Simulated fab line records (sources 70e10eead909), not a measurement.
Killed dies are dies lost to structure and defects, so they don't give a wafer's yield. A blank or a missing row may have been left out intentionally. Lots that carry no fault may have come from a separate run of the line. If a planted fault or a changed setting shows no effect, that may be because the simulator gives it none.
Chamber matching ; flow nand harc ; ald hk-03 running NHARC_A_WL_FILL_ALD_00: 4 sister chambers
The step deposits Al2O3, target thk 3 nm, pulse time 3 s, ald cycles 30. 14 wafers are shown with their chamber, then 7 later ones without.

WAFERS, EACH WITH ITS CHAMBER
wafer;chamber;heater power w (W);precursor pulse height rel
L559.2;0;479;0.989
L559.3;1;411;0.978
L559.5;1;405;1.007
L563.1;0;475;1.036
L563.3;2;411;0.968
L563.5;1;412;1.040
L566.2;3;478;1.014
L566.3;0;490;0.974
L566.6;2;421;0.992
L576.1;1;421;1.040
L576.2;2;421;1.001
L576.6;2;412;0.972
L579.1;2;421;1.020
L579.2;3;524;0.991

SIGNATURES, as means of the wafers listed above
reading;chamber 0;chamber 1;chamber 2;chamber 3;scatter within a chamber
heater power w;481.33;412.25;417.20;501.00;11.9
precursor pulse height rel;0.99967;1.01625;0.99060;1.00250;0.0262
Rule: for a wafer and a chamber, the distance is found by dividing, reading by reading, the gap between the wafer's reading and the chamber's mean by the reading's scatter, squaring, summing and taking the root. The wafer belongs to the nearest chamber; if the next one is less than 2 further off, it can't be placed. How the scatter is found: for the shown wafers, subtract from each reading the mean of its chamber, square and add these, divide the total by (wafers less chambers), then take the root.

WAFERS MISSING THEIR CHAMBER
wafer;heater power w (W);precursor pulse height rel
L579.6;430;0.983
L580.3;428;0.969
L580.5;418;0.982
L580.6;485;1.004
L582.3;521;1.035
L582.4;414;0.956
L582.6;423;0.982

THE CHAMBER EACH PASSED THROUGH
wafer;from the rows above;in truth
L579.6;can't be placed: 2 or 1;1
L580.3;can't be placed: 2 or 1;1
L580.5;can't be placed: 2 or 1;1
L580.6;can't be placed: 0 or 3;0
L582.3;can't be placed: 3 or 0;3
L582.4;can't be placed: 2 or 1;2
L582.6;can't be placed: 2 or 1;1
Correct placement for 0 of the 7. From these rows, 7 cannot be placed; in 7 the true chamber is one of the candidates. Wrongly placed: 0.
